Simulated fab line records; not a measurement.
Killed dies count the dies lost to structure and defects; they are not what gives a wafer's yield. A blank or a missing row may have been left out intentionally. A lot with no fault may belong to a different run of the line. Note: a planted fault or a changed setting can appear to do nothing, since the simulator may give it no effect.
fab line records	flow nand-harc
record lots=7	wafers=21	last-day=32
route steps=1302 shown P_GATE@127 END@1302
lots untouched by any fault: they come from a run of this same line in which no faults occurred
start-h: start of the lot's first displayed wafer, in hours after the record's first day	wait-h: hours from the lot's prior step to this one	" same as the row above	L1.1+2: a row that stands for several wafers	- no value, or no start was given	* or withheld: withheld	< > ~ a bound
route shown NAME@n: NAME is a module with steps in the file, n the number in the route of the first one	usual: mean/standard deviation taken from wafers without a fault	same: alike in all rows	chamber/n: place in a boat	sites: each site's reading	_std_site: standard deviation of those values	_edge_site: inner sites' mean taken away from outer sites' mean	radius-mm: how far each site lies from the wafer's centre	mask NAME#n: copy n	behind: tool/chamber where the wafer was last shaped	hold: why the lot went on hold/how many hours it stayed there/how the hold came to an end	device: whichever transistor did not switch (one of n, p or np)	end of line: the same wafers' tests at the end of the route	a step with no rows: only its recipe	killed: at the first sort, the dies lost to defects and structure; wafer yield is something else	map: dies across one wafer; x = killed, . = not, _ = none there
set.NAME: the setting as run; set.NAME@STEP: as run at that earlier step	model.NAME: the simulator's own value behind a step, which no gauge read
a table for each step, a row for each wafer; lots at some steps of the route
services: when a tool's chamber went out of use (start-h, in hours from the record's first day, below 0 if earlier), for how many hours, and the reason
## steps
# step NHARC_P_GATE_PRECLEAN_71
# recipe time-s=*	temp-c=50	bath-age-min=0	chemistry=SC1
# step NHARC_P_GATE_SRD_72
# step NHARC_P_GATE_OXIDE_16
# recipe target-thk-a=30	temp-c=875	ox-time-s=392	material=SiO2
# step NHARC_P_GATE_CVD_17
# recipe target-thk-a=1500	temp-c=620	time-s=900	material=poly-Si
# step NHARC_P_GATE_HM_DEP_102
# recipe target-thk-a=1200	temp-c=400	material=aC
# usual throttle-valve-pct=34.998/0.0086
lot.wafer	tool	chamber	start-h	wait-h	throttle-valve-pct
L468.1	acl-dep-01	0	139.34	5.0	35.013
L468.4	"	0	"	"	34.999
L468.5	"	0	"	"	35.000
L469.1	acl-dep-03	0	152.05	0.4	35.014
L469.3	"	0	"	"	34.992
L469.5	"	0	"	"	34.988
L478.1	acl-dep-03	0	240.89	4.5	35.010
L478.2	"	0	"	"	35.009
L478.5	"	0	"	"	34.993
L479.1	acl-dep-03	0	246.81	3.3	35.010
L479.4	"	0	"	"	34.996
L479.5	"	0	"	"	34.986
L481.1	acl-dep-02	0	269.66	4.4	35.009
L481.4	"	0	"	"	35.012
L481.5	"	0	"	"	35.004
L482.3	acl-dep-03	0	274.11	3.1	34.985
L482.4	"	0	"	"	34.993
L482.5	"	0	"	"	34.991
L483.1	acl-dep-03	0	285.53	0.4	34.982
L483.5	"	0	"	"	34.999
L483.6	"	0	"	"	34.985
# step NHARC_P_GATE_DEP_103
# recipe target-thk-a=300	target-thk-nm=30	temp-c=400	flow-sccm=200	rf-w=350	material=SiON
# usual heater-power-w=755/86
lot.wafer	tool	chamber	start-h	wait-h	heater-power-w	since-wet-clean-h
L468.1	pecvd-03	0	140.06	0.6	691	123
L468.4	"	1	"	"	708	-
L468.5	"	2	"	"	841	-
L469.1	pecvd-03	2	152.73	0.6	820	136
L469.3	"	0	"	"	636	136
L469.5	"	1	"	"	859	-
L478.2	pecvd-02	0	241.57	0.5	840	2
L478.1	"	1	"	"	692	2
L478.5	"	0	"	"	871	-
L479.1	pecvd-04	1	247.46	0.6	889	146
L479.5	"	1	"	"	888	-
L479.4	"	2	"	"	746	-
L481.1	pecvd-03	0	270.37	0.6	711	72
L481.5	"	1	"	"	857	-
L481.4	"	2	"	"	888	-
L482.3	pecvd-02	1	275.12	0.9	703	35
L482.5	"	2	"	"	737	-
L482.4	"	1	"	"	723	-
L483.1	pecvd-04	0	286.24	0.6	762	4
L483.6	"	2	"	"	699	-
L483.5	"	0	"	"	776	-
# step NHARC_P_GATE_DEHYDRATE_18
# recipe temp-c=150	time-s=120
# step NHARC_P_GATE_HMDS_19
# recipe time-s=30
# step NHARC_P_GATE_COAT_20
# recipe spin-rpm=1500	resist-thk-nm=90
# step NHARC_P_GATE_SOFTBAKE_21
# recipe temp-c=105	time-s=55
# step NHARC_P_GATE_EBR_22
# step NHARC_P_GATE_EXPOSE_23
# recipe na=1.35	target-cd-nm=120	dose-mj=93.91	mask-id=P_GATE
# step NHARC_P_GATE_PEB_24
# recipe peb-temp-c=100	peb-time-s=65
# usual heater-power-total-W=156.6/0.41
lot.wafer	tool	chamber	start-h	wait-h	heater-power-total-W
L468.1	litho-track-06	0	140.60	0.1	157.2
L468.4	"	0	"	"	157.2
L468.5	"	0	"	"	157.0
L469.1	litho-track-01	0	153.33	0.1	157.0
L469.3	"	0	"	"	157.0
L469.5	"	0	"	"	156.8
L478.1	litho-track-01	0	242.16	0.1	175.8
L478.2	"	0	"	"	156.6
L478.5	"	0	"	"	157.0
L479.1	litho-track-01	0	247.94	0.1	176.4
L479.4	"	0	"	"	175.7
L479.5	"	0	"	"	156.8
L481.1	litho-track-01	0	270.91	0.1	175.8
L481.4	"	0	"	"	176.1
L481.5	"	0	"	"	157.1
L482.3	litho-track-04	0	275.56	0.0	156.2
L482.4	"	0	"	"	156.0
L482.5	"	0	"	"	156.1
L483.1	litho-track-04	0	286.79	0.1	157.1
L483.5	"	0	"	"	156.5
L483.6	"	0	"	"	156.9
# step NHARC_P_GATE_DEVELOP_25
# recipe develop-time-s=35	dev-temp-c=23
# step NHARC_P_GATE_CD_MEAS_26
# recipe target-cd-nm=120	landing-energy-ev=500
# usual cd-nm=120.3/0.58
lot.wafer	tool	chamber	start-h	wait-h	cd-nm
L468.1	cd-sem-02	0	140.68	-	119.8
L468.4	"	0	"	"	120.0
L468.5	"	0	"	"	119.5
L469.1	cd-sem-03	0	153.41	-	120.7
L469.3	"	0	"	"	121.0
L469.5	"	0	"	"	120.5
L478.1	cd-sem-03	0	242.24	-	127.7
L478.2	"	0	"	"	120.2
L478.5	"	0	"	"	119.8
L479.1	cd-sem-03	0	248.02	-	128.1
L479.4	"	0	"	"	127.6
L479.5	"	0	"	"	120.2
L481.1	cd-sem-01	0	270.99	-	128.3
L481.4	"	0	"	"	128.3
L481.5	"	0	"	"	119.1
L482.3	cd-sem-02	0	275.65	-	121.0
L482.4	"	0	"	"	120.1
L482.5	"	0	"	"	120.3
L483.1	cd-sem-02	0	286.87	-	120.6
L483.5	"	0	"	"	119.9
L483.6	"	0	"	"	121.4
# step NHARC_P_GATE_OVL_MEAS_27
# usual overlay-x-nm=0.1/0.82	overlay-y-nm=0.3/0.81
lot.wafer	tool	chamber	start-h	wait-h	overlay-x-nm	overlay-y-nm
L468.1	overlay-02	-	140.77	-	-0.4	-1.6
L468.4	"	-	"	"	-1.0	-1.0
L468.5	"	-	"	"	-0.6	-1.1
L469.1	overlay-02	-	153.50	-	-0.5	0.6
L469.3	"	-	"	"	-0.7	0.3
L469.5	"	-	"	"	-0.6	0.1
L478.1	overlay-01	-	242.33	-	0.6	0.0
L478.2	"	-	"	"	0.6	-0.5
L478.5	"	-	"	"	0.8	-0.6
L479.1	overlay-02	-	248.11	-	-0.2	0.1
L479.4	"	-	"	"	-0.6	0.6
L479.5	"	-	"	"	-0.6	0.6
L481.1	overlay-01	-	271.08	-	-0.3	-0.2
L481.4	"	-	"	"	-0.5	-0.3
L481.5	"	-	"	"	-0.2	-0.8
L482.3	overlay-01	-	275.73	-	-1.5	0.0
L482.4	"	-	"	"	-0.4	0.4
L482.5	"	-	"	"	-0.6	0.5
L483.1	overlay-01	-	286.96	-	0.8	0.5
L483.5	"	-	"	"	0.6	0.8
L483.6	"	-	"	"	0.7	0.4
# step NHARC_P_GATE_INSPECT_28
# usual raw-defect-count=6/3.3
lot.wafer	tool	chamber	start-h	wait-h	raw-defect-count
L468.1	defect-inspect-01	-	140.81	0.0	4
L468.4	"	-	"	"	2
L468.5	"	-	"	"	5
L469.1	defect-inspect-01	-	153.53	0.0	12
L469.3	"	-	"	"	6
L469.5	"	-	"	"	7
L478.1	defect-inspect-01	-	242.37	0.0	6
L478.2	"	-	"	"	10
L478.5	"	-	"	"	3
L479.1	defect-inspect-02	-	248.14	0.0	5
L479.4	"	-	"	"	5
L479.5	"	-	"	"	1
L481.1	defect-inspect-01	-	271.12	0.0	4
L481.4	"	-	"	"	4
L481.5	"	-	"	"	4
L482.3	defect-inspect-02	-	275.77	0.0	4
L482.4	"	-	"	"	1
L482.5	"	-	"	"	5
L483.1	defect-inspect-02	-	286.99	0.0	9
L483.5	"	-	"	"	8
L483.6	"	-	"	"	2
# step NHARC_P_GATE_DESCUM_31
# recipe time-s=3	o2-flow-sccm=200	ar-flow-sccm=0	bias-power-w=0	chemistry=O2
# usual drypump-motor-current-A=5.5/0.34	o2-flow-sccm=200.0/0.54	oes-product-au=1.006/0.0098	rf-vpp-V=57.8/0.9	showerhead-plenum-p-Torr=1.93/0.077	throttle-valve-pct=11.312/0.0086
lot.wafer	tool	chamber	start-h	wait-h	drypump-motor-current-A	o2-flow-sccm	oes-product-au	rf-hours-counter-h	rf-vpp-V	showerhead-plenum-p-Torr	throttle-valve-pct	model.P_GATE.cd-nm
L468.1	rie-diel-08	1	140.88	0.1	5.1	200.5	1.016	5.2	58.1	1.86	11.302	120
L468.4	"	3	"	"	6.0	199.7	1.014	4.6	57.2	2.03	11.311	119.8
L468.5	"	0	"	"	5.5	200.3	1.006	-	57.1	1.79	11.312	119.1
L469.3	rie-diel-03	2	153.59	0.1	6.0	200.7	0.999	1.7	59.5	2.06	11.320	121.1
L469.1	"	3	"	"	5.7	199.8	0.993	1.8	58.4	1.90	11.310	121
L469.5	"	3	"	"	5.7	199.6	0.988	-	57.5	1.90	11.320	120.7
L478.2	rie-diel-01	3	242.45	0.1	5.6	201.0	1.004	1.2	58.5	1.90	11.311	120.3
L478.1	"	0	"	"	5.0	200.0	0.998	1.1	57.5	1.97	11.300	128.1
L478.5	"	1	"	"	5.3	200.9	1.020	-	57.1	1.89	11.324	118.8
L479.4	rie-diel-01	1	248.21	0.1	5.3	200.5	1.022	1.7	56.4	1.89	11.318	126.8
L479.1	"	0	"	"	5.0	200.5	1.004	1.2	57.4	1.97	11.319	127.8
L479.5	"	2	"	"	5.9	199.9	1.008	-	57.8	2.01	11.315	120.5
L481.4	rie-diel-03	1	271.19	0.1	6.0	200.7	0.995	7.8	59.1	2.00	11.327	128.3
L481.1	"	2	"	"	6.0	200.9	1.010	9.1	59.2	2.06	11.329	128.3
L481.5	"	1	"	"	6.0	200.2	0.985	-	57.6	2.00	11.319	119.2
L482.4	rie-diel-01	1	275.84	0.1	5.3	199.5	1.009	3.0	57.6	1.89	11.309	119.5
L482.3	"	3	"	"	5.6	200.5	1.006	3.1	58.6	1.89	11.316	121.5
L482.5	"	0	"	"	5.0	199.9	1.004	-	58.1	1.97	11.314	120.3
L483.1	rie-diel-01	0	287.08	0.1	5.0	201.3	1.007	3.3	56.8	1.97	11.306	120.7
L483.6	"	1	"	"	5.3	199.5	1.000	-	58.9	1.89	11.308	120.9
L483.5	"	2	"	"	5.9	200.0	0.998	-	58.6	2.00	11.317	120.1
# step NHARC_P_GATE_ETCH_104
# recipe target-depth-a=600	time-s=withheld	cf4-flow-sccm=100	chf3-flow-sccm=30	ar-flow-sccm=0	rf-w=500	bias-w=200	chemistry=CF4/CHF3
# usual drypump-motor-current-A=5.5/0.35	oes-product-au=0.952/0.022	rf-vpp-V=371.1/2.2	showerhead-plenum-p-Torr=1.59/0.06	throttle-valve-pct=16.802/0.009
lot.wafer	tool	chamber	start-h	wait-h	drypump-motor-current-A	oes-product-au	rf-vpp-V	showerhead-plenum-p-Torr	throttle-valve-pct
L468.1	rie-diel-08	0	141.01	0.1	5.5	0.919	367.6	1.48	16.801
L468.4	"	1	"	"	5.1	0.930	367.6	1.53	16.805
L468.5	"	3	"	"	6.0	0.941	373.9	1.67	16.804
L469.3	rie-diel-03	2	153.70	0.1	6.1	0.968	373.9	1.69	16.805
L469.1	"	3	"	"	5.6	0.956	370.4	1.56	16.794
L469.5	"	2	"	"	6.0	0.966	374.9	1.69	16.801
L478.2	rie-diel-01	2	242.52	0.1	5.9	0.934	372.6	1.64	16.796
L478.1	"	0	"	"	5.0	0.927	371.7	1.61	16.821
L478.5	"	2	"	"	5.9	0.930	372.3	1.65	16.793
L479.4	rie-diel-01	2	248.29	0.1	5.8	0.964	371.9	1.65	16.805
L479.1	"	0	"	"	5.0	0.980	371.1	1.61	16.805
L479.5	"	1	"	"	5.3	0.965	369.0	1.55	16.802
L481.1	rie-diel-03	3	271.27	0.1	5.7	0.919	370.4	1.56	16.812
L481.4	"	0	"	"	5.5	0.920	368.0	1.53	16.806
L481.5	"	2	"	"	6.0	0.936	375.6	1.69	16.815
L482.4	rie-diel-01	3	275.91	0.1	5.6	0.978	370.3	1.56	16.800
L482.3	"	0	"	"	5.0	0.967	373.4	1.61	16.807
L482.5	"	3	"	"	5.6	0.978	367.8	1.56	16.808
L483.1	rie-diel-01	2	287.14	0.1	5.9	0.927	374.0	1.65	16.784
L483.5	"	2	"	"	5.9	0.934	373.1	1.64	16.799
L483.6	"	3	"	"	5.6	0.941	370.1	1.56	16.812
# step NHARC_P_GATE_HM_OPEN_105
# recipe target-depth-a=3600	o2-flow-sccm=400	cos-flow-sccm=20	ar-flow-sccm=0	rf-w=500	bias-w=300	chemistry=O2/COS
# step NHARC_P_GATE_STRIP_106
# recipe o2-flow-sccm=400	cos-flow-sccm=20	ar-flow-sccm=0	bias-w=0	chemistry=O2/COS
# step NHARC_P_GATE_ETCH_114
# recipe target-depth-a=300	overetch-a=30	time-s=16.5	ion-energy-ev=100	cf4-flow-sccm=80	o2-flow-sccm=20	ar-flow-sccm=0	rf-w=300	bias-w=100	chemistry=CF4/O2
# usual drypump-motor-current-A=5.5/0.34	o2-flow-sccm=20.00/0.069	oes-product-au=1.006/0.0099	rf-vpp-V=198.1/1.4	showerhead-plenum-p-Torr=1.35/0.053	throttle-valve-pct=13.398/0.0086
lot.wafer	tool	chamber	start-h	wait-h	drypump-motor-current-A	o2-flow-sccm	oes-product-au	rf-hours-counter-h	rf-vpp-V	showerhead-plenum-p-Torr	throttle-valve-pct
L468.4	rie-diel-08	3	-	-	6.0	20.07	1.018	4.7	198.2	1.42	13.377
L468.1	"	0	"	"	5.5	19.90	1.002	5.0	197.0	1.25	13.386
L468.5	"	0	"	"	5.5	19.87	0.993	-	197.1	1.25	13.397
L469.3	rie-diel-03	1	-	-	6.0	20.03	0.983	1.3	199.0	1.40	13.394
L469.1	"	2	"	"	6.0	20.03	1.007	1.8	201.1	1.44	13.393
L469.5	"	3	"	"	5.7	19.96	1.004	-	197.5	1.32	13.407
L478.1	rie-diel-01	1	-	-	5.3	20.05	1.006	1.6	196.0	1.32	13.409
L478.2	"	2	"	"	5.8	19.93	1.009	1.7	199.4	1.40	13.397
L478.5	"	1	"	"	5.3	20.09	1.009	-	198.2	1.32	13.390
L479.1	rie-diel-01	3	-	-	5.6	19.89	1.003	1.4	196.8	1.32	13.418
L479.4	"	1	"	"	5.3	19.89	1.008	1.7	198.2	1.32	13.409
L479.5	"	3	"	"	5.6	19.91	1.002	-	196.9	1.32	13.391
L481.4	rie-diel-03	1	-	-	6.0	20.00	0.999	7.8	199.9	1.40	13.404
L481.1	"	3	"	"	5.6	19.91	1.007	9.3	198.1	1.32	13.416
L481.5	"	1	"	"	5.9	19.95	0.990	-	198.2	1.39	13.397
L482.3	rie-diel-01	1	-	-	5.3	20.04	1.007	3.1	197.9	1.32	13.384
L482.4	"	3	"	"	5.6	20.00	1.005	3.1	197.9	1.32	13.396
L482.5	"	1	"	"	5.3	20.03	1.014	-	196.6	1.32	13.386
L483.1	rie-diel-01	0	-	-	5.0	20.17	1.000	3.4	197.6	1.37	13.397
L483.6	"	1	"	"	5.3	20.04	1.007	-	197.0	1.32	13.401
L483.5	"	2	"	"	5.8	20.06	0.998	-	198.1	1.40	13.403
# step NHARC_P_GATE_ETCH_32
# recipe target-depth-a=1500	over-etch-frac=1	over-etch-ion-energy-ev=40	time-s=100.1	hbr-flow-sccm=150	cl2-flow-sccm=50	rf-w=400	icp-w=400	bias-w=100	chemistry=HBr/Cl2
# usual drypump-motor-current-A=5.9/0.43	oes-product-au=1.000/0.0088	throttle-valve-pct=26.406/0.0095
lot.wafer	tool	chamber	start-h	wait-h	drypump-motor-current-A	oes-product-au	rf-hours-counter-h	throttle-valve-pct	model.P_GATE.cd-nm
L468.1	rie-si-04	2	141.38	-	5.0	0.990	0.8	26.420	116.3
L468.5	"	0	"	"	5.7	1.002	-	26.411	118.2
L468.4	"	1	"	"	6.2	1.002	-	26.385	116.3
L469.3	rie-si-04	2	154.14	-	5.0	0.989	0.9	26.402	123.9
L469.1	"	0	"	"	5.7	1.000	1.0	26.416	121.5
L469.5	"	1	"	"	6.2	0.998	-	26.397	118.7
L478.2	rie-si-01	3	242.90	-	6.3	1.009	0.3	26.405	121.5
L478.1	"	2	"	"	6.0	0.984	0.2	26.420	126.1
L478.5	"	0	"	"	5.4	1.017	-	26.407	123.8
L479.4	rie-si-06	2	248.68	-	6.2	0.983	0.9	26.417	127.2
L479.1	"	3	"	"	6.3	1.008	1.0	26.404	136.1
L479.5	"	2	"	"	6.1	0.988	-	26.409	118.6
L481.4	rie-si-04	2	271.66	-	5.0	0.996	0.6	26.412	130.8
L481.1	"	3	"	"	5.8	1.000	0.6	26.410	126.6
L481.5	"	1	"	"	6.2	0.991	-	26.412	120.7
L482.3	rie-si-04	0	276.30	-	5.7	1.000	0.5	26.413	124.1
L482.4	"	2	"	"	5.0	0.998	0.7	26.408	118.4
L482.5	"	0	"	"	5.7	0.999	-	26.385	124.1
L483.1	rie-si-04	1	287.56	-	6.2	1.017	0.7	26.404	119.3
L483.5	"	2	"	"	5.0	0.996	-	26.419	119.5
L483.6	"	3	"	"	5.8	1.009	-	26.402	124.7
# step NHARC_P_GATE_STRIP_108
# recipe o2-flow-sccm=500	ar-flow-sccm=0	bias-w=0	chemistry=O2
# usual drypump-motor-current-A=5.7/0.31	o2-flow-sccm=499.8/1.3	oes-product-au=1.003/0.01	rf-vpp-V=58.0/1	showerhead-plenum-p-Torr=3.59/0.15	throttle-valve-pct=17.035/0.0087
lot.wafer	tool	chamber	start-h	wait-h	drypump-motor-current-A	o2-flow-sccm	oes-product-au	rf-hours-counter-h	rf-vpp-V	showerhead-plenum-p-Torr	throttle-valve-pct
L468.4	rie-diel-03	3	141.57	-	5.7	498.0	1.000	1.6	58.3	3.50	17.050
L468.1	"	0	"	"	5.5	498.7	1.001	1.2	56.8	3.43	17.040
L468.5	"	3	"	"	5.7	499.7	1.003	-	57.3	3.50	17.051
L469.3	rie-diel-08	3	154.33	-	6.1	499.1	1.017	6.7	59.2	3.73	17.040
L469.1	"	0	"	"	5.5	500.8	1.000	6.8	58.2	3.32	17.039
L469.5	"	2	"	"	5.3	501.0	1.001	-	57.1	3.65	17.034
L478.2	rie-diel-08	2	243.07	-	5.3	502.1	1.006	4.3	56.9	3.65	17.027
L478.1	"	0	"	"	5.5	499.9	1.019	2.6	57.5	3.32	17.028
L478.5	"	2	"	"	5.3	500.7	1.006	-	57.4	3.65	17.027
L479.1	rie-diel-03	2	248.84	-	6.0	498.6	1.017	8.5	58.1	3.78	17.034
L479.4	"	0	"	"	5.5	500.5	0.998	4.5	58.3	3.43	17.034
L479.5	"	2	"	"	6.0	498.8	1.004	-	58.0	3.78	17.034
L481.1	rie-diel-03	0	271.80	-	5.5	500.5	1.005	5.0	56.9	3.43	17.047
L481.4	"	3	"	"	5.6	499.3	1.013	9.3	56.5	3.49	17.052
L481.5	"	0	"	"	5.5	499.7	1.001	-	57.6	3.43	17.018
L482.3	rie-diel-03	2	276.48	-	6.0	500.1	1.004	9.2	58.9	3.78	17.038
L482.4	"	3	"	"	5.6	502.0	1.004	9.3	57.5	3.49	17.037
L482.5	"	0	"	"	5.5	502.1	0.991	-	57.7	3.43	17.033
L483.1	rie-diel-08	3	287.72	-	6.1	500.7	0.996	5.4	58.6	3.73	17.060
L483.6	"	0	"	"	5.5	498.7	0.998	-	57.5	3.32	17.032
L483.5	"	1	"	"	5.1	501.1	1.009	-	57.8	3.43	17.051
# step NHARC_END_SORT_01
# recipe temp-c=25
# usual killed-at-array=52/17	killed-at-other=0.9/1.2	killed-at-periphery=3.9/2.7	killed-dies=57/16	killed-open=3.3/1.9	killed-short=2.5/1.5
# same gross-dies=677
lot.wafer	tool	chamber	start-h	wait-h	killed-at-array	killed-at-other	killed-at-periphery	killed-dies	killed-open	killed-short
L479.1	prober-02	0	720.82	2.5	37	0	5	42	1	2
L483.5	prober-01	0	767.61	3.7	85	1	8	94	1	3
# killed by level:class
L479.1 A_CHANNEL_HOLE_D1:chamber-film-flake=13 A_SLIT:chamber-film-flake=12 A_STAIRCASE:chamber-film-flake=5 P_BONDPAD:chamber-film-flake=3 A_CONTACT:chamber-film-flake=3 A_CHANNEL_HOLE_D1:geometric-particle:short=1 A_WL_FILL:geometric-particle:short=1 A_WL_FILL:geometric-particle:open=1
L483.5 A_CHANNEL_HOLE_D1:chamber-film-flake=40 A_CHANNEL_HOLE_D2:chamber-film-flake=21 A_SLIT:chamber-film-flake=13 A_CONTACT:chamber-film-flake=7 P_STI:chamber-film-flake=3 A_WL_FILL:geometric-particle:short=2 P_GATE:chamber-film-flake=2 P_M2:chamber-film-flake=2
## services
tool	chamber	start-h	hours	kind
rie-si-04	3	116.40	38.1	repair
acl-dep-03	-	123.66	13.0	pm
rie-diel-01	3	124.37	6.5	repair
rie-diel-01	0	131.77	10.1	repair
rie-diel-01	-	138.17	1.8	repair
pecvd-03	0	143.86	5.2	repair
rie-diel-03	0	152.75	22.0	repair
pecvd-04	1	154.14	5.8	repair
litho-track-01	-	155.00	7.0	pm
rie-si-04	-	165.00	9.0	pm
rie-diel-08	1	178.56	8.2	repair
rie-diel-01	-	183.56	0.4	repair
pecvd-03	-	185.00	13.0	pm
rie-diel-08	-	190.80	9.0	pm
rie-diel-01	-	203.81	9.0	pm
pecvd-03	-	206.07	1.2	repair
pecvd-03	-	213.47	0.6	repair
rie-diel-03	0	236.58	10.8	repair
rie-diel-08	-	244.33	0.6	repair
rie-diel-08	2	248.18	3.2	repair
rie-diel-08	3	266.12	7.6	repair
rie-diel-03	1	269.49	1.3	repair
rie-diel-03	0	281.09	10.8	repair
rie-diel-03	-	281.30	9.0	pm
## key
first-sign step=NHARC_P_GATE_PEB_24	reading=heater-power-total-W	direction=up	sigmas=47	usual=*	struck=*
effect step=NHARC_P_GATE_CD_MEAS_26	reading=cd-nm	direction=up	sigmas=13	usual=120.3	struck=128.0
model-effect step=NHARC_P_GATE_DESCUM_31	value=P_GATE.cd-nm	without=120	struck=127.9
model-effect step=NHARC_P_GATE_ETCH_32	value=P_GATE.cd-nm	without=121.5	struck=129.4
met-at NHARC_P_GATE_PEB_24
struck-wafers L478.1,L479.1,L479.4,L481.1,L481.4
tester-left-out L478,L479,L481
onset-between 153.33 242.16
fault kind=process-parameter-drift	tool=litho-track-01	chamber=-	onset-h=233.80	steps=NHARC_P_GATE_PEB_24	channel=peb-time-s	offset=*	shape=step	end-h=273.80	scope=struck-wafers-only	acts-in=*	stated=*
# tester-left-out: of these lots the tester's yield and bins aren't shown, on N5 and GAA mostly nor the transistor test; their killed dies are dies lost to structure and defects alone, not to doping, threshold or leakage, so they don't give the yield
